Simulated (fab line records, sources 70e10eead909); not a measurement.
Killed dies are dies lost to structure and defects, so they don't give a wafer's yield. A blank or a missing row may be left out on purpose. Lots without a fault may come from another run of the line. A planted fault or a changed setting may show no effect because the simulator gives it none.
fab line records | flow nand_harc
record lots=24 wafers=72 last_day=24
route steps=1159 shown A_CONTACT@946 A_BLC@978 A_M0@1004 A_BONDPAD@1078
lots that met no fault: from a run of the same line without faults
start_h: hours from the record's first day to the start of the lot's first wafer shown | wait_h: hours since the lot's step before | " the same as in the row above | L1.1+2: a row that stands for several wafers | - no value, or no start given | * or withheld: withheld | < > ~ a bound
route shown NAME@n: a module of which the file shows steps, and the number in the route of the first | usual: mean/standard deviation of fault-free wafers | same: alike in all rows | chamber/n: place in a boat | sites: the reading at each site | _std_site: their standard deviation | _edge_site: outer sites' mean less inner sites' | radius_mm: how far each site lies from the wafer's centre | mask NAME#n: copy n | behind: the tool/chamber that last shaped the wafer | hold: why the lot was held/for how many hours/how that ended | device: the transistor (n, p or np) that didn't switch | end of line: the same wafers' tests at the end of the route | a step without rows: its recipe alone | killed: dies lost to structure and defects at the first sort, not the wafer's yield | map: a wafer's dies, x killed, . not, _ none there
set.NAME: the setting as run; set.NAME@STEP: as run at that earlier step | model.NAME: the simulator's own value behind a step, which no gauge read
steps of the route over a sample of lots; a table a step, a row a wafer
services: from which hour (start_h, from the record's first day; less than 0 if before it) a tool's chamber was out of use, for how many hours, and why
## steps
# step NHARC_A_CONTACT_ETCH_137
# recipe source_w=withheld pressure_mtorr=20 bias_v=3000 time_s=132 target_depth_a=12870 ar_flow_sccm=withheld c4f8_flow_sccm=withheld o2_flow_sccm=withheld chemistry=C4F8/O2/Ar
# columns lot.wafer tool chamber start_h wait_h rf_hours_counter_h
L075.4 har_cap_etch-03 1 386.34 0.1 -
L075.3 " 0 " " -
L075.5 " 0 " " -
L076.2 har_cap_etch-01 0 386.41 0.1 58
L076.6 " 0 " " -
L076.5 " 1 " " -
L074.2 har_cap_etch-02 0 391.26 0.1 15
L074.3 " 1 " " -
L074.6 " 0 " " -
L079.2 har_cap_etch-01 0 399.41 0.1 61
L079.3 " 1 " " -
L079.6 " 1 " " -
L078.4 har_cap_etch-02 1 403.02 0.1 -
L078.3 " 0 " " -
L078.5 " 1 " " -
L080.1 har_cap_etch-01 1 406.75 0.1 62
L080.5 " 0 " " -
L080.6 " 1 " " -
L077.3 har_cap_etch-03 1 413.09 0.1 -
L077.6 " 1 " " -
L077.5 " 0 " " -
L081.1 har_cap_etch-01 1 421.77 0.1 64
L081.2 " 0 " " 64
L081.6 " 1 " " -
L082.2 har_cap_etch-03 0 434.56 0.1 97
L082.4 " 0 " " -
L082.6 " 0 " " -
L083.2 har_cap_etch-02 1 434.91 0.1 21
L083.4 " 0 " " -
L083.3 " 1 " " -
L084.1 har_cap_etch-03 1 443.98 0.1 97
L084.5 " 1 " " -
L084.6 " 0 " " -
L085.1 har_cap_etch-02 0 462.05 0.2 24
L085.6 " 1 " " -
L085.5 " 0 " " -
L086.2 har_cap_etch-03 0 462.45 0.1 101
L086.3 " 1 " " -
L086.5 " 0 " " -
L087.2 har_cap_etch-03 1 468.95 0.1 101
L087.3 " 1 " " -
L087.5 " 0 " " -
L091.1 har_cap_etch-01 1 481.50 0.1 76
L091.6 " 1 " " -
L091.5 " 0 " " -
L090.1 har_cap_etch-02 0 483.18 0.1 30
L090.3 " 1 " " -
L090.5 " 0 " " -
L089.2 har_cap_etch-03 0 485.50 0.1 107
L089.3 " 1 " " -
L089.5 " 1 " " -
L088.2 har_cap_etch-03 1 489.90 0.1 108
L088.4 " 0 " " -
L088.5 " 0 " " -
L093.2 har_cap_etch-03 1 492.21 0.1 109
L093.3 " 0 " " -
L093.6 " 0 " " -
L092.1 har_cap_etch-03 1 497.09 0.1 109
L092.4 " 0 " " -
L092.6 " 0 " " -
L094.1 har_cap_etch-02 0 498.56 0.1 33
L094.3 " 0 " " -
L094.5 " 0 " " -
L096.2 har_cap_etch-03 0 500.13 0.1 110
L096.1 " 1 " " 110
L096.3 " 0 " " -
L095.3 har_cap_etch-01 1 504.20 0.1 -
L095.6 " 0 " " -
L095.5 " 1 " " -
L097.2 har_cap_etch-01 0 525.77 0.1 84
L097.3 " 0 " " -
L097.5 " 0 " " -
# step NHARC_A_BLC_ETCH_16
# recipe target_depth_a=390 over_etch_frac=0.3 time_s=65 ion_energy_ev=80 cf4_flow_sccm=150 ar_flow_sccm=0 rf_w=300 bias_w=100 chemistry=CF4
# usual drypump_motor_current_A=5.5/0.47 oes_product_au=1.000/0.0074 rf_fwd_power_W=297.4/0.95 rf_vpp_V=151.3/1.2 showerhead_plenum_p_Torr=1.76/0.065 throttle_valve_pct=13.284/0.008
# columns lot.wafer tool chamber start_h wait_h drypump_motor_current_A oes_product_au rf_fwd_power_W rf_hours_counter_h rf_vpp_V showerhead_plenum_p_Torr throttle_valve_pct
L076.2 rie_diel-10 0 397.12 0.1 5.6 1.007 295.8 11 149.7 1.71 13.286
L076.5 " 2 " " 5.3 1.007 298.7 - 150.3 1.67 13.293
L076.6 " 3 " " 5.0 1.008 297.5 - 152.4 1.73 13.288
L075.4 rie_diel-04 2 397.72 0.1 5.3 0.995 295.9 9 150.8 1.77 13.279
L075.3 " 3 " " 6.5 1.010 298.1 9 150.9 1.78 13.283
L075.5 " 1 " " 5.3 0.993 298.6 - 152.3 1.88 13.283
L074.2 rie_diel-04 2 401.21 0.1 5.3 0.999 296.8 10 151.2 1.77 13.289
L074.3 " 3 " " 6.5 1.009 297.0 10 150.4 1.78 13.280
L074.6 " 3 " " 6.5 1.012 299.5 - 152.4 1.78 13.280
L079.2 rie_diel-03 1 403.80 0.1 5.9 0.994 296.8 0 151.4 1.75 13.277
L079.3 " 2 " " 5.0 1.000 298.7 0 153.4 1.71 13.292
L079.6 " 1 " " 5.8 0.989 297.7 - 153.3 1.75 13.294
L078.4 rie_diel-03 0 407.21 0.1 6.1 1.003 297.4 1 152.3 1.83 13.277
L078.3 " 3 " " 5.0 1.002 298.4 1 151.1 1.74 13.293
L078.5 " 0 " " 6.0 0.997 297.8 - 153.0 1.83 13.277
L080.1 rie_diel-04 2 410.97 0.1 5.3 0.995 297.4 11 151.2 1.77 13.282
L080.5 " 1 " " 5.3 1.005 298.8 - 151.5 1.88 13.291
L080.6 " 2 " " 5.3 0.996 297.3 - 150.8 1.77 13.289
L077.3 rie_diel-03 2 419.14 0.1 5.0 1.006 298.2 2 149.7 1.71 13.278
L077.6 " 2 " " 5.0 0.995 297.9 - 151.0 1.71 13.294
L077.5 " 3 " " 5.0 1.003 297.0 - 150.1 1.74 13.279
L081.2 rie_diel-04 1 426.11 0.1 5.2 1.010 299.3 12 153.1 1.88 13.290
L081.1 " 0 " " 5.3 0.999 297.6 13 151.9 1.86 13.294
L081.6 " 2 " " 5.3 0.995 295.9 - 151.0 1.77 13.289
L082.4 rie_diel-03 3 443.02 0.1 5.0 0.997 297.2 4 152.0 1.74 13.283
L082.2 " 0 " " 6.0 1.002 296.3 4 152.0 1.83 13.283
L082.6 " 2 " " 5.0 1.010 297.7 - 151.1 1.71 13.294
L083.3 rie_diel-10 0 443.66 0.1 5.6 1.001 296.0 25 150.5 1.71 13.264
L083.2 " 2 " " 5.3 1.003 297.6 27 149.5 1.66 13.286
L083.4 " 3 " " 5.0 0.997 296.9 26 151.8 1.73 13.296
L084.1 rie_diel-10 3 448.30 0.1 5.0 0.994 297.1 28 149.2 1.73 13.285
L084.5 " 1 " " 5.8 0.999 298.2 - 149.8 1.66 13.285
L084.6 " 0 " " 5.6 0.994 295.4 - 150.9 1.71 13.292
L085.1 rie_diel-03 0 466.50 0.1 6.1 0.989 297.1 6 153.0 1.83 13.301
L085.6 " 1 " " 5.8 0.994 296.7 - 151.8 1.74 13.271
L085.5 " 2 " " 5.0 0.994 297.9 - 151.3 1.71 13.277
L086.3 rie_diel-10 0 467.26 0.2 5.6 1.007 296.5 36 149.6 1.71 13.287
L086.2 " 1 " " 5.9 1.001 297.3 38 151.2 1.65 13.292
L086.5 " 1 " " 5.9 1.002 297.8 - 151.9 1.65 13.286
L087.3 rie_diel-03 1 473.47 0.3 5.9 0.995 297.0 6 151.7 1.74 13.288
L087.2 " 3 " " 5.0 0.999 297.3 8 151.5 1.74 13.291
L087.5 " 3 " " 5.0 1.000 296.9 - 150.2 1.74 13.260
L091.1 rie_diel-04 0 490.26 0.1 5.3 1.012 296.7 1 151.9 1.86 13.290
L091.5 " 3 " " 6.5 1.008 299.4 - 152.0 1.78 13.278
L091.6 " 0 " " 5.4 1.001 297.0 - 152.3 1.86 13.288
L090.1 rie_diel-03 0 490.99 0.1 6.0 1.005 295.7 8 151.4 1.83 13.277
L090.3 " 1 " " 5.8 1.010 296.9 8 150.1 1.74 13.295
L090.5 " 1 " " 5.8 1.003 298.1 - 151.9 1.74 13.281
L089.3 rie_diel-10 1 491.87 0.1 5.8 1.001 298.8 47 148.8 1.65 13.282
L089.2 " 3 " " 5.0 1.003 297.8 45 151.4 1.73 13.284
L089.5 " 1 " " 5.8 1.004 298.5 - 150.7 1.65 13.303
L088.2 rie_diel-04 3 494.69 0.1 6.5 1.014 299.5 1 152.1 1.78 13.285
L088.4 " 0 " " 5.3 1.014 297.9 1 151.0 1.86 13.276
L088.5 " 1 " " 5.2 1.010 298.2 - 150.7 1.87 13.287
L093.3 rie_diel-03 0 496.43 0.1 6.0 0.995 296.3 9 152.5 1.83 13.291
L093.2 " 2 " " 5.0 1.003 299.1 9 151.1 1.71 13.279
L093.6 " 3 " " 5.0 0.999 296.5 - 153.2 1.74 13.265
L092.1 rie_diel-04 3 505.14 0.1 6.5 1.017 297.5 2 151.6 1.78 13.274
L092.4 " 1 " " 5.2 1.008 298.4 3 153.6 1.87 13.278
L092.6 " 0 " " 5.3 0.997 297.5 - 152.9 1.86 13.291
L094.3 rie_diel-03 1 505.30 0.1 5.8 0.994 297.8 10 151.1 1.74 13.287
L094.1 " 2 " " 5.0 1.005 297.5 10 149.0 1.71 13.291
L094.5 " 0 " " 6.1 0.992 295.7 - 151.2 1.83 13.276
L096.2 rie_diel-10 3 505.99 0.1 5.0 1.004 296.2 50 152.2 1.72 13.290
L096.3 " 0 " " 5.6 1.007 297.9 48 149.8 1.70 13.283
L096.1 " 1 " " 5.9 1.001 298.7 51 147.9 1.65 13.278
L095.3 rie_diel-03 1 514.60 0.1 5.8 0.989 296.1 11 151.4 1.74 13.281
L095.6 " 3 " " 5.0 0.985 297.3 - 150.5 1.74 13.286
L095.5 " 0 " " 6.0 0.997 298.3 - 152.6 1.83 13.268
L097.2 rie_diel-03 3 538.10 0.1 5.0 0.995 296.2 15 151.4 1.74 13.291
L097.3 " 1 " " 5.9 0.984 298.0 13 150.3 1.74 13.272
L097.5 " 3 " " 5.0 0.990 295.7 - 151.1 1.74 13.293
# step NHARC_A_BLC_STRIP_21
# recipe o2_flow_sccm=500 ar_flow_sccm=0 bias_w=0 chemistry=O2
# usual drypump_motor_current_A=5.6/0.49 oes_product_au=1.002/0.0086 rf_vpp_V=57.6/0.86 showerhead_plenum_p_Torr=3.54/0.12 throttle_valve_pct=17.036/0.0086
# columns lot.wafer tool chamber start_h wait_h drypump_motor_current_A oes_product_au rf_hours_counter_h rf_vpp_V showerhead_plenum_p_Torr throttle_valve_pct
L076.2 rie_diel-10 0 398.20 0.1 5.6 1.014 11 57.0 3.42 17.027
L076.5 " 1 " " 5.8 0.993 - 57.2 3.31 17.046
L076.6 " 2 " " 5.3 0.997 - 56.5 3.32 17.035
L075.3 rie_diel-04 1 398.77 0.1 5.3 1.007 8 57.7 3.74 17.040
L075.4 " 3 " " 6.5 0.997 9 57.8 3.55 17.059
L075.5 " 2 " " 5.3 0.987 - 57.7 3.53 17.032
L074.3 rie_diel-03 0 402.31 0.1 6.1 1.010 0 57.3 3.65 17.030
L074.2 " 1 " " 5.9 0.999 0 57.7 3.48 17.048
L074.6 " 3 " " 5.0 0.990 - 57.7 3.47 17.036
L079.3 rie_diel-04 3 404.88 0.1 6.5 1.012 11 57.5 3.55 17.052
L079.2 " 0 " " 5.4 1.009 11 59.1 3.72 17.046
L079.6 " 2 " " 5.3 0.991 - 58.2 3.53 17.045
L078.4 rie_diel-04 0 408.29 0.1 5.4 1.002 11 57.6 3.72 17.033
L078.3 " 1 " " 5.2 1.014 10 57.6 3.74 17.024
L078.5 " 3 " " 6.5 1.014 - 58.9 3.55 17.034
L080.1 rie_diel-03 3 412.03 0.1 5.0 0.994 2 56.0 3.47 17.041
L080.6 " 3 " " 5.0 1.009 - 57.7 3.47 17.039
L080.5 " 0 " " 6.1 0.999 - 57.9 3.65 17.025
L077.3 rie_diel-03 3 420.22 0.1 5.0 0.991 3 59.2 3.47 17.035
L077.5 " 1 " " 5.8 0.993 - 55.1 3.48 17.041
L077.6 " 2 " " 5.1 0.998 - 58.1 3.41 17.031
L081.2 rie_diel-04 1 427.19 0.1 5.3 1.009 12 57.2 3.74 17.039
L081.1 " 2 " " 5.3 1.000 13 57.1 3.53 17.027
L081.6 " 0 " " 5.4 1.002 - 58.5 3.72 17.027
L082.2 rie_diel-03 1 444.08 0.1 5.9 0.990 4 58.5 3.48 17.038
L082.4 " 2 " " 5.1 1.007 4 57.4 3.41 17.038
L082.6 " 1 " " 5.9 1.000 - 57.5 3.48 17.034
L083.4 rie_diel-03 1 444.74 0.1 5.9 0.992 4 57.8 3.48 17.042
L083.2 " 2 " " 5.1 1.005 4 56.8 3.41 17.046
L083.3 " 0 " " 6.1 0.993 4 57.3 3.65 17.048
L084.1 rie_diel-04 3 449.53 0.1 6.5 1.004 16 56.7 3.55 17.048
L084.5 " 1 " " 5.2 0.999 - 58.2 3.74 17.035
L084.6 " 2 " " 5.3 0.982 - 58.5 3.53 17.030
L085.1 rie_diel-03 0 467.58 0.1 6.1 1.002 6 58.9 3.65 17.048
L085.6 " 1 " " 5.8 0.989 - 58.5 3.48 17.033
L085.5 " 2 " " 5.1 1.011 - 56.8 3.40 17.041
L086.2 rie_diel-03 2 468.49 0.1 5.1 0.997 6 59.0 3.40 17.041
L086.3 " 0 " " 6.1 0.995 6 58.1 3.65 17.032
L086.5 " 2 " " 5.0 1.003 - 57.6 3.40 17.039
L087.3 rie_diel-10 2 474.89 0.2 5.3 1.009 29 57.9 3.32 17.035
L087.2 " 3 " " 5.0 0.995 41 58.0 3.44 17.019
L087.5 " 2 " " 5.3 0.999 - 57.9 3.32 17.037
L091.1 rie_diel-04 2 491.33 0.1 5.3 0.996 1 56.7 3.53 17.035
L091.5 " 0 " " 5.4 1.011 - 58.3 3.72 17.029
L091.6 " 1 " " 5.3 1.003 - 56.9 3.74 17.038
L090.3 rie_diel-03 2 492.06 0.1 5.1 1.014 8 58.4 3.40 17.037
L090.1 " 0 " " 6.1 1.011 9 57.3 3.65 17.032
L090.5 " 2 " " 5.1 1.009 - 56.1 3.40 17.020
L089.3 rie_diel-03 1 492.94 0.1 5.8 0.999 8 58.6 3.48 17.028
L089.2 " 3 " " 5.0 0.999 10 58.4 3.47 17.039
L089.5 " 0 " " 6.1 0.996 - 56.8 3.65 17.035
L088.2 rie_diel-03 1 495.75 0.1 5.8 1.000 8 56.8 3.48 17.022
L088.4 " 2 " " 5.1 1.013 9 57.0 3.40 17.042
L088.5 " 0 " " 6.1 1.015 - 60.3 3.65 17.047
L093.2 rie_diel-04 2 497.48 0.1 5.3 1.006 2 57.3 3.53 17.052
L093.3 " 3 " " 6.5 1.013 2 57.6 3.54 17.047
L093.6 " 2 " " 5.3 0.999 - 56.5 3.53 17.033
L092.1 rie_diel-03 1 506.21 0.1 5.9 0.998 10 55.7 3.48 17.041
L092.4 " 3 " " 5.0 1.002 12 57.8 3.47 17.013
L092.6 " 1 " " 5.9 0.998 - 58.7 3.48 17.024
L094.1 rie_diel-04 0 506.37 0.1 5.4 1.011 3 58.4 3.72 17.028
L094.3 " 2 " " 5.3 1.008 3 58.3 3.53 17.046
L094.5 " 3 " " 6.5 1.016 - 56.5 3.54 17.039
L096.2 rie_diel-04 2 507.04 0.1 5.3 1.006 3 58.6 3.53 17.031
L096.1 " 3 " " 6.5 1.018 3 56.7 3.54 17.035
L096.3 " 0 " " 5.4 1.012 3 56.4 3.72 17.032
L095.3 rie_diel-04 3 515.66 0.1 6.5 1.026 3 56.5 3.54 17.036
L095.5 " 2 " " 5.3 0.999 - 58.6 3.53 17.040
L095.6 " 3 " " 6.5 1.017 - 57.1 3.54 17.032
L097.3 rie_diel-03 0 539.20 0.1 6.1 0.990 15 58.9 3.64 17.027
L097.2 " 1 " " 5.9 0.996 14 57.8 3.48 17.038
L097.5 " 3 " " 5.0 0.999 - 57.5 3.46 17.037
# step NHARC_A_M0_CD_MEAS_09
# recipe target_cd_nm=80 landing_energy_ev=500
# usual cd_nm=80.1/0.61
# columns lot.wafer tool chamber start_h wait_h cd_nm
L076.2 cd_sem-01 0 401.75 - 79.5
L076.5 " 0 " " 79.7
L076.6 " 0 " " 79.8
L075.3 cd_sem-03 0 402.29 - 79.3
L075.4 " 0 " " 79.1
L075.5 " 0 " " 78.7
L074.2 cd_sem-03 0 405.09 - 79.3
L074.3 " 0 " " 80.6
L074.6 " 0 " " 80.2
L079.2 cd_sem-01 0 407.60 - 80.1
L079.3 " 0 " " 80.4
L079.6 " 0 " " 80.3
L078.3 cd_sem-03 0 410.90 - 79.8
L078.4 " 0 " " 80.2
L078.5 " 0 " " 80.2
L080.1 cd_sem-01 0 418.61 - 80.2
L080.5 " 0 " " 80.3
L080.6 " 0 " " 79.7
L077.3 cd_sem-01 0 423.22 - 79.4
L077.5 " 0 " " 80.3
L077.6 " 0 " " 79.9
L081.1 cd_sem-02 0 432.90 - 80.0
L081.2 " 0 " " 80.0
L081.6 " 0 " " 79.8
L082.2 cd_sem-03 0 446.80 - 80.8
L082.4 " 0 " " 79.8
L082.6 " 0 " " 81.1
L083.2 cd_sem-03 0 447.61 - 80.0
L083.3 " 0 " " 80.6
L083.4 " 0 " " 79.4
L084.1 cd_sem-02 0 456.60 - 79.7
L084.5 " 0 " " 80.0
L084.6 " 0 " " 80.1
L085.1 cd_sem-03 0 471.88 - 80.1
L085.5 " 0 " " 80.7
L085.6 " 0 " " 81.4
L086.2 cd_sem-03 0 472.62 - 79.1
L086.3 " 0 " " 79.0
L086.5 " 0 " " 79.3
L087.2 cd_sem-03 0 480.03 - 79.4
L087.3 " 0 " " 80.5
L087.5 " 0 " " 79.9
L091.1 cd_sem-01 0 494.01 - 81.3
L091.5 " 0 " " 81.1
L091.6 " 0 " " 81.4
L090.1 cd_sem-03 0 495.06 - 79.7
L090.3 " 0 " " 80.1
L090.5 " 0 " " 80.2
L089.2 cd_sem-02 0 495.50 - 81.1
L089.3 " 0 " " 80.7
L089.5 " 0 " " 80.9
L088.2 cd_sem-03 0 498.51 - 79.8
L088.4 " 0 " " 79.7
L088.5 " 0 " " 79.2
L093.2 cd_sem-03 0 500.25 - 80.2
L093.3 " 0 " " 79.7
L093.6 " 0 " " 79.8
L092.1 cd_sem-02 0 514.71 - 79.6
L092.4 " 0 " " 79.5
L092.6 " 0 " " 80.3
L094.1 cd_sem-02 0 514.98 - 81.0
L094.3 " 0 " " 80.7
L094.5 " 0 " " 80.6
L096.1 cd_sem-02 0 515.29 - 80.2
L096.2 " 0 " " 80.7
L096.3 " 0 " " 80.6
L095.3 cd_sem-02 0 518.46 - 80.3
L095.5 " 0 " " 80.6
L095.6 " 0 " " 80.6
L097.2 cd_sem-01 0 541.93 - 79.3
L097.3 " 0 " " 79.7
L097.5 " 0 " " 79.3
# step NHARC_A_M0_PVD_21
# recipe target_thk_a=300 chamber_pressure_pa=5 power_w=5000 substrate_temp_c=30 time_s=20.49 material=Cu
# usual cathode_dc_power_W=4999.9/0.86 throttle_valve_pct=29.6/0.91
# columns lot.wafer tool chamber start_h wait_h cathode_dc_power_W throttle_valve_pct
L076.2 pvd_sputter-03 - - - 4999.4 28.2
L076.5 " - " " 4999.9 30.2
L076.6 " - " " 4999.6 29.2
L075.4 pvd_sputter-01 - - - 4999.7 29.8
L075.3 " - " " 4998.8 30.5
L075.5 " - " " 4999.5 28.8
L074.3 pvd_sputter-01 - - - 5000.2 30.7
L074.2 " - " " 5001.3 30.4
L074.6 " - " " 5000.0 28.3
L079.3 pvd_sputter-02 - - - 4997.6 29.8
L079.2 " - " " 5001.1 29.0
L079.6 " - " " 5000.9 29.8
L078.3 pvd_sputter-01 - - - 5000.8 30.1
L078.4 " - " " 4999.4 28.7
L078.5 " - " " 5000.7 28.5
L080.1 pvd_sputter-03 - - - 5000.2 29.9
L080.5 " - " " 5000.1 30.2
L080.6 " - " " 5001.6 29.5
L077.3 pvd_sputter-03 - - - 5000.7 30.3
L077.5 " - " " 4999.3 29.2
L077.6 " - " " 4999.7 28.3
L081.1 pvd_sputter-01 - - - 5000.3 28.8
L081.2 " - " " 4999.7 30.7
L081.6 " - " " 5000.4 29.9
L082.4 pvd_sputter-01 - - - 4998.4 30.0
L082.2 " - " " 4999.5 31.0
L082.6 " - " " 5000.5 28.7
L083.2 pvd_sputter-01 - - - 5001.6 28.4
L083.4 " - " " 5000.4 29.7
L083.3 " - " " 4999.3 30.9
L084.1 pvd_sputter-01 - - - 5000.4 30.8
L084.5 " - " " 5001.5 29.7
L084.6 " - " " 4999.5 31.0
L085.1 pvd_sputter-03 - - - 5000.2 29.1
L085.5 " - " " 4999.8 30.6
L085.6 " - " " 4998.5 29.6
L086.2 pvd_sputter-01 - - - 4999.5 28.5
L086.3 " - " " 4999.0 30.8
L086.5 " - " " 5000.1 30.2
L087.2 pvd_sputter-01 - - - 4999.5 28.5
L087.3 " - " " 5000.0 30.8
L087.5 " - " " 4998.7 28.9
L091.1 pvd_sputter-01 - - - 5000.9 30.2
L091.6 " - " " 4999.7 29.7
L091.5 " - " " 4999.9 30.8
L090.3 pvd_sputter-01 - - - 4999.8 29.9
L090.1 " - " " 5000.8 31.1
L090.5 " - " " 4999.7 28.7
L089.3 pvd_sputter-03 - - - 5000.2 30.8
L089.2 " - " " 5000.6 29.1
L089.5 " - " " 4999.7 29.6
L088.4 pvd_sputter-02 - - - 4999.5 29.1
L088.2 " - " " 5000.9 29.7
L088.5 " - " " 4999.8 30.8
L093.2 pvd_sputter-03 - - - 5000.4 29.0
L093.3 " - " " 4999.4 27.7
L093.6 " - " " 4999.5 29.0
L092.1 pvd_sputter-03 - - - 4998.8 27.7
L092.4 " - " " 5000.3 30.6
L092.6 " - " " 4999.5 29.0
L094.1 pvd_sputter-02 - - - 4999.5 29.7
L094.3 " - " " 4998.6 30.4
L094.5 " - " " 4999.5 29.1
L096.1 pvd_sputter-03 - - - 5000.6 29.9
L096.3 " - " " 5002.3 27.9
L096.2 " - " " 5000.4 30.4
L095.3 pvd_sputter-03 - - - 4999.5 29.9
L095.6 " - " " 4999.8 29.1
L095.5 " - " " 4999.9 28.1
L097.2 pvd_sputter-03 - - - 5001.4 27.7
L097.3 " - " " 4999.5 30.4
L097.5 " - " " 4999.0 29.3
# step NHARC_A_BONDPAD_CD_MEAS_13
# usual cd_nm=499.1/1.5
# columns lot.wafer tool chamber start_h wait_h cd_nm
L076.2 cd_sem-03 - 411.32 - 499.0
L076.5 " - " " 498.4
L076.6 " - " " 497.7
L075.3 cd_sem-03 - 411.66 - 498.1
L075.4 " - " " 498.0
L075.5 " - " " 500.4
L074.2 cd_sem-03 - 414.45 - 500.1
L074.3 " - " " 499.1
L074.6 " - " " 501.1
L079.2 cd_sem-02 - 417.38 - 499.3
L079.3 " - " " 496.4
L079.6 " - " " 501.3
L078.3 cd_sem-02 - 420.12 - 499.0
L078.4 " - " " 499.3
L078.5 " - " " 498.0
L080.1 cd_sem-03 - 428.09 - 498.6
L080.5 " - " " 499.0
L080.6 " - " " 498.5
L077.3 cd_sem-03 - 432.62 - 497.4
L077.5 " - " " 498.2
L077.6 " - " " 500.3
L081.1 cd_sem-03 - 442.35 - 496.8
L081.2 " - " " 495.0
L081.6 " - " " 497.2
L082.2 cd_sem-03 - 456.36 - 499.6
L082.4 " - " " 497.9
L082.6 " - " " 500.1
L083.2 cd_sem-02 - 458.17 - 498.4
L083.3 " - " " 497.8
L083.4 " - " " 498.5
L084.1 cd_sem-02 - 466.03 - 502.8
L084.5 " - " " 502.1
L084.6 " - " " 497.6
L085.1 cd_sem-02 - 481.86 - 499.6
L085.5 " - " " 500.3
L085.6 " - " " 498.9
L086.2 cd_sem-03 - 482.28 - 496.8
L086.3 " - " " 500.8
L086.5 " - " " 500.9
L087.2 cd_sem-01 - 489.49 - 499.1
L087.3 " - " " 499.2
L087.5 " - " " 499.7
L091.1 cd_sem-02 - 503.72 - 498.2
L091.5 " - " " 501.4
L091.6 " - " " 500.2
L090.1 cd_sem-03 - 504.90 - 500.5
L090.3 " - " " 499.2
L090.5 " - " " 499.7
L089.2 cd_sem-02 - 505.11 - 502.5
L089.3 " - " " 501.9
L089.5 " - " " 501.6
L088.2 cd_sem-01 - 508.86 - 498.1
L088.4 " - " " 497.9
L088.5 " - " " 496.7
L093.2 cd_sem-02 - 509.61 - 499.2
L093.3 " - " " 498.5
L093.6 " - " " 496.8
L094.1 cd_sem-03 - 524.77 - 501.4
L094.3 " - " " 502.4
L094.5 " - " " 500.0
L092.1 cd_sem-02 - 525.08 - 497.4
L092.4 " - " " 497.6
L092.6 " - " " 499.8
L096.1 cd_sem-01 - 525.49 - 496.7
L096.2 " - " " 497.9
L096.3 " - " " 497.5
L095.3 cd_sem-02 - 527.72 - 499.3
L095.5 " - " " 497.7
L095.6 " - " " 500.4
L097.2 cd_sem-03 - 551.18 - 500.0
L097.3 " - " " 499.8
L097.5 " - " " 499.6
## services
# columns tool chamber start_h hours kind
rie_diel-10 0 368.20 1.4 repair
rie_diel-03 0 371.57 - clean
rie_diel-03 1 371.57 - clean
rie_diel-03 2 371.57 - clean
rie_diel-04 1 372.98 6.7 repair
pvd_sputter-03 - 373.03 21.3 repair
rie_diel-03 0 373.75 1.7 repair
pvd_sputter-02 - 381.98 14.3 repair
rie_diel-03 - 392.52 9.0 pm
pvd_sputter-02 - 396.29 10.0 pm
rie_diel-04 - 396.78 0.3 repair
rie_diel-10 2 425.16 2.2 repair
pvd_sputter-01 - 437.04 1.4 repair
har_cap_etch-02 - 439.59 0.3 repair
har_cap_etch-01 - 440.34 0.3 repair
rie_diel-10 2 445.18 28.2 repair
pvd_sputter-03 - 458.00 10.0 pm
rie_diel-04 - 465.90 9.0 pm
rie_diel-03 2 471.40 2.2 repair
rie_diel-03 1 483.38 5.1 repair
pvd_sputter-01 - 503.72 3.3 repair
pvd_sputter-01 - 514.01 10.0 pm
rie_diel-10 - 531.23 9.0 pm
pvd_sputter-02 - 541.73 32.2 repair
## key
fault none
